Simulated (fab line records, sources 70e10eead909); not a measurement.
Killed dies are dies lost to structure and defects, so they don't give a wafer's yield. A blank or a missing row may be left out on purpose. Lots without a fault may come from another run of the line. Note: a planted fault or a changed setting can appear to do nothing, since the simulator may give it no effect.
The tool behind it: which one? + flow nand harc + 18 wafers from 6 lots sampled at 5 of the route's 1159 steps

## WHAT THE GAUGES SHOWED, per wafer
NHARC_END_SORT_01.
lot + measured + on + killed at array

## WHAT TOOL EACH LOT RAN ON (gives the tool, then ch and the chambers of the sampled wafers, and finally the start)
| lot  | NHARC_A_STAIRCASE_ETCH_21          | NHARC_THIN_TSV_DESCUM_14           | NHARC_THIN_TSV_PVD_19    | NHARC_THIN_TSV_PVD_51    |
|------|------------------------------------|------------------------------------|--------------------------|--------------------------|
| L204 | rie diel-03 ch 0,1,2, day 11 06:54 | rie diel-12 ch 1,3, day 19 06:42   | pvd sputter-01, no start | pvd sputter-01, no start |
| L206 | rie diel-04 ch 2,3, day 11 10:08   | rie diel-01 ch 2,3, day 19 12:33   | pvd sputter-01, no start | pvd sputter-01, no start |
| L208 | rie diel-13 ch 0,1,3, day 12 01:25 | rie diel-02 ch 0,1,2, day 20 01:05 | pvd sputter-02, no start | pvd sputter-02, no start |
| L213 | rie diel-03 ch 1,2,3, day 13 03:52 | rie diel-01 ch 0,3, day 21 03:01   | pvd sputter-01, no start | pvd sputter-01, no start |
| L220 | rie diel-03 ch 2,3, day 15 00:54   | rie diel-01 ch 1,2, day 23 03:18   | pvd sputter-02, no start | pvd sputter-02, no start |
| L222 | rie diel-04 ch 0,2,3, day 16 06:25 | rie diel-12 ch 1,2, day 24 03:46   | pvd sputter-02, no start | pvd sputter-02, no start |
- NHARC_A_STAIRCASE_ETCH_21: etches the open film in C4F8/O2, target depth 100 nm, time 40.5 s.
- NHARC_THIN_TSV_DESCUM_14: chemistry O2, time 3 s.
- NHARC_THIN_TSV_PVD_19: deposits TaN, target thk 20 nm.
- NHARC_THIN_TSV_PVD_51: deposits Cu, target thk 100 nm.

## THE ANSWER, worked out from the rows above alone
Rule: the lots themselves supply what counts as usual. The widest of any qualifying gaps counts: lots, ordered by their means at a reading, are off when they make up no more than a third of the lots, leave a main group of 4 or more, and stand apart from it by 3 or more times the standard deviation of that group's means. If all means in a main group match to the digits the tables above print for the reading, that group is not used. A lot without any number at a reading at which 4 lots or more have one is off too. Any other lot the step has rows for is counted as sound.
None of the lots is off at any reading shown; this tells nothing.

## WHAT THE SIMULATOR PUT IN
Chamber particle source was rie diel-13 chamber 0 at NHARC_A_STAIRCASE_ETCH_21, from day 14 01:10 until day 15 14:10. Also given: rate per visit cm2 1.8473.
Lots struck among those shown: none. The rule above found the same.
